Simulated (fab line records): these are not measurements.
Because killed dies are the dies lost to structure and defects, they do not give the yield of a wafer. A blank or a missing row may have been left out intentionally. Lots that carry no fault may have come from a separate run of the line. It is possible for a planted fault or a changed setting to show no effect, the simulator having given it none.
A single fault, viewed from 2 desks	flow nand harc	what lay behind the numbers comes last; until then each desk has only its own

== TOOL OWNER'S DESK, rie si-02 ==
The tool's own readings at NHARC_A_WL_FILL_ETCHBACK_26 (etches the open film in HBr, target depth 52 nm, time 13.3 s): means of the sampled wafers that have a number, for each lot that ran on this tool. Marked OUT: a lot whose mean sits more than 4 standard deviations from the usual mean, which makes it out of limits; the brackets give that distance.
Columns: A = drypump motor current A at NHARC_A_WL_FILL_ETCHBACK_26, usual 5.8 A; B = hbr flow sccm at NHARC_A_WL_FILL_ETCHBACK_26, usual 150.1 sccm; C = oes product au at NHARC_A_WL_FILL_ETCHBACK_26, usual 0.998 a.u.; D = throttle valve pct at NHARC_A_WL_FILL_ETCHBACK_26, usual 23.266 %
lot	first seen here	A	B	C	D
L894	day 22 02:38	6.0	149.9	0.994	23.263
L899	day 24 14:55	6.0	150.4	1.002	23.276
L902	day 25 12:53	5.8	150.1	0.692 (-43) OUT	23.267
L904	day 26 14:54	5.8	149.9	0.893 (-15) OUT	23.277
L905	day 26 22:43	5.8	149.9	0.892 (-15) OUT	23.270
L914	day 30 10:38	6.0	150.2	0.994	23.261
This desk's finding: out of limits on L902, L904, L905; first on L902, day 25 12:53 (oes product au at NHARC_A_WL_FILL_ETCHBACK_26). L894, L899, L914 stayed within limits.

== THE METROLOGY DESK ==
What the gauges read, lot by lot, whatever tool the lot ran on: means of the sampled wafers that have a number. Marked OUT: a lot whose mean sits more than 4 standard deviations from the usual mean, which makes it out of limits; the brackets give that distance.
Columns: A = cd nm at NHARC_A_SLIT_CD_MEAS_21, usual 289.5 nm
lot	first seen here	A
L891	day 20 14:42	289.3
L893	day 21 02:30	290.2
L894	day 21 04:20	289.0
L896	day 22 04:14	287.9
L895	day 22 04:20	290.2
L897	day 22 12:26	288.4
L898	day 23 09:43	289.9
L899	day 23 13:12	290.1
L900	day 23 23:21	290.1
L902	day 24 11:52	289.9
L904	day 25 13:55	288.1
L905	day 25 21:25	288.8
L912	day 28 22:28	289.9
L914	day 29 07:47	289.2
L913	day 29 09:37	290.0
Result from this desk: across the 15 lots, nothing is out of limits.

== TAKEN TOGETHER ==
The tool owner's desk could have raised an alarm at day 25 12:53, on L902, L904, L905.
At the metrology desk, nothing out of limits was observed.
The metrology desk holds a record of L902, L904, L905, inside its limits.
All the named lots went through NHARC_A_WL_FILL_ETCHBACK_26 on rie si-02.

== WHAT THE SIMULATOR HAD INSERTED ==
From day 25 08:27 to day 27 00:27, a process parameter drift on rie si-02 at NHARC_A_WL_FILL_ETCHBACK_26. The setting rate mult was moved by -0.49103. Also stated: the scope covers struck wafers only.
Struck lots among those shown: L902, L904, L905.
Hours from the fault's start to each desk's first reading out of limits: the tool owner's desk, 4.
